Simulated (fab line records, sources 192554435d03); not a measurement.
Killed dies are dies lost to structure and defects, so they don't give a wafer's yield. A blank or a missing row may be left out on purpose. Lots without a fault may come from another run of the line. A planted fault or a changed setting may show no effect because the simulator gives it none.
Which tool did it? | flow n5_finfet | 24 lots, 72 wafers sampled, at 2 steps of a route of 1938

WHAT THE GAUGES READ, wafer by wafer
N5_BEOL_M4_INSPECT_30: inspects for defects (brightfield).
lot  | measured     | on                | raw_defect_count
L075 | day 9 07:01  | defect_inspect-01 | 582 722 395
L074 | day 10 03:20 | defect_inspect-02 | 330 409 354
L076 | day 10 03:24 | defect_inspect-02 | 244 402 290
L077 | day 10 18:55 | defect_inspect-01 | 377 454 358
L078 | day 10 22:30 | defect_inspect-01 | 343 353 486
L083 | day 11 11:38 | defect_inspect-02 | 412 397 404
L079 | day 11 15:32 | defect_inspect-02 | 297 295 264
L081 | day 12 00:46 | defect_inspect-02 | 375 330 421
L084 | day 12 09:07 | defect_inspect-01 | 634 618 539
L085 | day 12 09:49 | defect_inspect-01 | 462 312 309
L082 | day 12 12:27 | defect_inspect-02 | 402 345 287
L080 | day 12 15:37 | defect_inspect-02 | 274 420 222
L087 | day 12 20:58 | defect_inspect-02 | 460 335 445
L086 | day 13 10:08 | defect_inspect-01 | 565 716 506
L089 | day 13 13:07 | defect_inspect-01 | 276 463 431
L088 | day 13 13:23 | defect_inspect-02 | 292 318 260
L093 | day 13 16:23 | defect_inspect-01 | 516 578 466
L090 | day 13 17:06 | defect_inspect-01 | 343 397 610
L092 | day 13 23:11 | defect_inspect-01 | 436 407 423
L091 | day 14 04:31 | defect_inspect-02 | 553 449 404
L094 | day 14 10:25 | defect_inspect-01 | 593 454 519
L095 | day 14 15:26 | defect_inspect-01 | 381 459 357
L097 | day 14 16:25 | defect_inspect-01 | 324 305 462
L096 | day 14 21:08 | defect_inspect-02 | 405 360 387

WHICH TOOL RAN EACH LOT (tool, then ch and the chambers of the sampled wafers, then the start)
lot  | N5_BEOL_M4_STRIP_19
L075 | rie_diel-03 ch 0,1,3, day 9 06:25
L074 | rie_diel-03 ch 2,3, day 10 00:20
L076 | rie_diel-03 ch 0,2,3, day 10 02:42
L077 | rie_diel-04 ch 0,2,3, day 10 13:50
L078 | rie_diel-04 ch 0,1,2, day 10 21:54
L083 | rie_diel-03 ch 0,3, day 11 11:09
L079 | rie_diel-03 ch 0,3, day 11 15:04
L081 | rie_diel-04 ch 0,1,2, day 12 00:10
L084 | rie_diel-04 ch 0,3, day 12 08:38
L085 | rie_diel-03 ch 0,2,3, day 12 09:20
L082 | rie_diel-01 ch 1,3, day 12 11:50
L080 | rie_diel-03 ch 0,2,3, day 12 15:04
L087 | rie_diel-04 ch 3, day 12 20:28
L086 | rie_diel-01 ch 0,1, day 13 09:40
L089 | rie_diel-01 ch 0,1,2, day 13 12:31
L088 | rie_diel-01 ch 1,2,3, day 13 12:47
L093 | rie_diel-01 ch 0,1,2, day 13 15:46
L090 | rie_diel-01 ch 0,1, day 13 16:29
L092 | rie_diel-04 ch 1,2,3, day 13 22:35
L091 | rie_diel-04 ch 0,2, day 14 04:03
L094 | rie_diel-04 ch 1,2, day 14 09:56
L095 | rie_diel-01 ch 0,1,2, day 14 14:50
L097 | rie_diel-03 ch 0,1,3, day 14 15:56
L096 | rie_diel-01 ch 0,1, day 14 20:39
- N5_BEOL_M4_STRIP_19: strips in O2.

WHAT THE TOOLS THEMSELVES READ (means of the sampled wafers that have a number; where no wafer has one, the mark that the record gives instead)
N5_BEOL_M4_STRIP_19.
lot  | tool        | drypump_motor_current_A (A) | oes_product_au (a.u.) | rf_vpp_V (V) | showerhead_plenum_p_Torr (Torr) | throttle_valve_pct (%)
L075 | rie_diel-03 | 5.4                         | 0.77                  | 4.0          | 2.12                            | 16.50
L074 | rie_diel-03 | 6.3                         | 0.71                  | 3.9          | 2.11                            | 16.68
L076 | rie_diel-03 | 6.0                         | 0.71                  | 3.7          | 2.11                            | 16.60
L077 | rie_diel-04 | 5.7                         | 0.69                  | 3.8          | 2.05                            | 16.84
L078 | rie_diel-04 | 5.8                         | 0.71                  | 3.4          | 2.02                            | 16.99
L083 | rie_diel-03 | 5.5                         | 0.71                  | 3.8          | 2.07                            | 16.43
L079 | rie_diel-03 | 5.5                         | 0.71                  | 3.8          | 2.07                            | 16.44
L081 | rie_diel-04 | 5.7                         | 0.70                  | 3.9          | 2.02                            | 17.02
L084 | rie_diel-04 | 6.0                         | 0.69                  | 3.2          | 2.10                            | 16.74
L085 | rie_diel-03 | 6.0                         | 0.80                  | 3.5          | 2.10                            | 16.47
L082 | rie_diel-01 | 6.0                         | 0.76                  | 3.5          | 2.07                            | 16.73
L080 | rie_diel-03 | 6.0                         | 0.80                  | 3.4          | 2.10                            | 16.46
L087 | rie_diel-04 | 6.0                         | 0.69                  | 3.7          | 2.16                            | 16.64
L086 | rie_diel-01 | 6.3                         | 0.88                  | 3.8          | 2.05                            | 16.41
L089 | rie_diel-01 | 5.9                         | 0.84                  | 3.5          | 2.07                            | 16.60
L088 | rie_diel-01 | 5.8                         | 0.80                  | 3.2          | 2.08                            | 16.73
L093 | rie_diel-01 | 5.9                         | 0.85                  | 3.6          | 2.07                            | 16.60
L090 | rie_diel-01 | 6.2                         | 0.86                  | 3.3          | 2.04                            | 16.48
L092 | rie_diel-04 | 5.8                         | 0.80                  | 3.6          | 2.17                            | 16.78
L091 | rie_diel-04 | 5.6                         | 0.78                  | 3.7          | 2.07                            | 16.84
L094 | rie_diel-04 | 5.9                         | 0.82                  | 3.9          | 2.15                            | 16.93
L095 | rie_diel-01 | 5.9                         | 0.83                  | 4.1          | 2.07                            | 16.63
L097 | rie_diel-03 | 5.4                         | 0.73                  | 3.7          | 2.11                            | 16.57
L096 | rie_diel-01 | 6.3                         | 0.86                  | 3.6          | 2.04                            | 16.44

THE ANSWER, worked out from the rows above alone
Rule: what is usual is taken from the lots themselves. Put in order of their means at a reading, lots are off if they are a third of the lots or fewer, leave a main group of 4 or more, and stand apart from it by a gap of 3 or more times the standard deviation of the main group's means; of several such gaps the widest counts. A main group whose means are all the same, to the digits that the tables above print for the reading, isn't used. A lot without any number at a reading at which 4 lots or more have one is off too. The other lots that the step has rows for count as sound. The gauges are gone through in route order, then the tools' own readings, and for those a lot's mean is taken as printed above. The first step at which some lot is off is used, and at that step the reading that is off furthest; a lot without a number counts as furthest.
No lot is off at any reading shown: from this, nothing can be told.

WHAT THE SIMULATOR HAD PUT IN
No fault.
